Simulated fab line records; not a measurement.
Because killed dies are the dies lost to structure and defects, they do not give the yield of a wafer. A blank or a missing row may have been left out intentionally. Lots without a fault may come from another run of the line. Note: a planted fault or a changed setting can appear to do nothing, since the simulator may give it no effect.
Split-lot experiment    flow n5-finfet    21 wafers read across 7 lots, on a route 1938 steps long

THE SPLIT
At N5_BEOL_M4_TRENCH_ETCH_37 (etches SiOC in C4F6/O2, target depth 55.555 nm, time 29.2 s), the setting source-w was moved away from the recipe's 355 W on 7 of the 21 wafers read, by -17.9% to +15.8%. All remaining wafers had this setting at the recipe value.

The split's own step is where the reading is taken.

THE READING
rf-vpp-V, in V, at N5_BEOL_M4_TRENCH_ETCH_37 (etches SiOC in C4F6/O2, target depth 55.555 nm, time 29.2 s). Fault-free wafers of this fab line usually give 665 V, standard deviation 5.9 V.

wafer   tool, chamber at the split  source-w as run, W  against the recipe  rf-vpp-V, V  against lot-mates on the recipe
L075.2  rie-diel-02, 1              391.5               +10.3%              629          -31
L075.3  rie-diel-02, 3              355                 recipe              660          -
L075.4  rie-diel-02, 0              391.5               +10.3%              628          -32
L078.1  rie-diel-02, 2              355                 recipe              676          -
L078.3  rie-diel-02, 3              388.6               +9.5%               630          -46
L078.6  rie-diel-02, 2              388.6               +9.5%               645          -31
L077.1  rie-diel-05, 1              355                 recipe              669          -
L077.3  rie-diel-05, 3              355                 recipe              655          -
L077.4  rie-diel-05, 0              355                 recipe              661          -
L084.2  rie-diel-02, 2              411                 +15.8%              629          -31
L084.4  rie-diel-02, 3              355                 recipe              660          -
L084.6  rie-diel-02, 0              411                 +15.8%              611          -49
L087.1  rie-diel-06, 3              355                 recipe              668          -
L087.5  rie-diel-06, 3              355                 recipe              667          -
L087.6  rie-diel-06, 2              355                 recipe              664          -
L088.2  rie-diel-02, 1              291.6               -17.9%              730          +62
L088.3  rie-diel-02, 0              355                 recipe              659          -
L088.6  rie-diel-02, 2              355                 recipe              677          -
L091.1  rie-diel-06, 3              355                 recipe              666          -
L091.4  rie-diel-06, 1              355                 recipe              671          -
L091.6  rie-diel-06, 1              355                 recipe              670          -

FIT RESULTS
A straight line over all 21 wafers: rf-vpp-V changes by -3.26 V for each +1% of source-w; r = -0.96; the points scatter about the line by 7.1 V.
The same after taking each lot's own level away (the mean of its wafers on the recipe; 21 wafers): -3.12 V for each +1%; r = -0.96; scatter 7 V.
On that fit, the largest move of source-w shifts the reading by 56 V.
The span of the lots' own levels, 660.0 to 676.0 V, comes to 2.7 times the standard deviation stated above.
Hence the lot-to-lot level has little effect on the slope; both slopes agree.
Check: with one of the wafers moved furthest among these (-17.9%) left out of the fit, the line predicts +51.5 V for it against its lot-mates. It came out at +62 V against them.
Tool readings at the split's step, against how far the setting was moved: rf-vpp-V r = -0.96.

ADDITIONAL SPLITS CARRIED BY THESE WAFERS
These wafers also went through other splits before the reading. Each is held against what the fit with the lots' levels taken away leaves over:
other split on the same wafers  wafers away from the commonest value  r with rf-vpp-V (lot level and that fit taken away)
N5_BEOL_M1_DESCUM_33 time-s     6                                     +0.09
N5_BEOL_M1_ETCH_70 bias-w       6                                     +0.11
N5_BEOL_M1_VIA_ETCH_34 bias-w   9                                     -0.37
N5_BEOL_M2_EXPOSE_25 dose-mj    7                                     -0.01
N5_BEOL_M2_ETCH_70 bias-w       7                                     +0.30
N5_BEOL_M3_EXPOSE_08 dose-mj    8                                     +0.17
N5_BEOL_M3_ETCH_64 time-s       6                                     -0.16

FILE'S OWN FIT
rf-vpp-V changes by -3.19 V for each +1% of source-w, r = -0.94.
